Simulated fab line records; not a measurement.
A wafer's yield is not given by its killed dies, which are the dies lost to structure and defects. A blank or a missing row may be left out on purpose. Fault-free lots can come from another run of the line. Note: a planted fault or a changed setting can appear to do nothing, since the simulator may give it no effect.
Matching of chambers ; flow n5-finfet ; rie-si-03 running N5_DUMMY_GATE_ETCH_32: 4 sister chambers
The step etches SiO2 in CF4, target depth 3.5 nm, time 3.9 s. 4 wafers are shown with their chamber, then 8 later ones without.

== WAFERS PAIRED WITH THEIR CHAMBERS ==
wafer;chamber;throttle-valve-pct (%)
L080.2;0;21.39
L085.1;1;21.73
L085.6;2;22.22
L093.3;3;21.87

== WAFERS WITH NO CHAMBER GIVEN ==
wafer;throttle-valve-pct (%)
L093.4;21.77
L093.5;21.75
L096.2;21.39
L096.3;22.22
L096.6;22.22
L097.1;21.38
L097.3;21.85
L097.4;21.75

== WHICH CHAMBER EACH WENT THROUGH ==
wafer;from the rows above;in truth
L093.4;1;1
L093.5;1;1
L096.2;0;0
L096.3;2;2
L096.6;2;2
L097.1;0;0
L097.3;3;3
L097.4;1;1
8 of 8 placed correctly. Not placeable from these rows: 0. Placed wrongly: 0.
How it was worked out, from the rows above alone: a wafer's distance from a chamber is the root of the sum, over the readings, of the square of ((its reading less the chamber's mean) divided by the reading's scatter). The wafer belongs to the nearest chamber; if the next one is less than 2 further off, it can't be placed. A chamber's mean is the mean of its shown wafers. The scatter (one wafer shown for each chamber): square how far every hidden wafer sits from the nearest shown wafer, average those squares and take the square root.
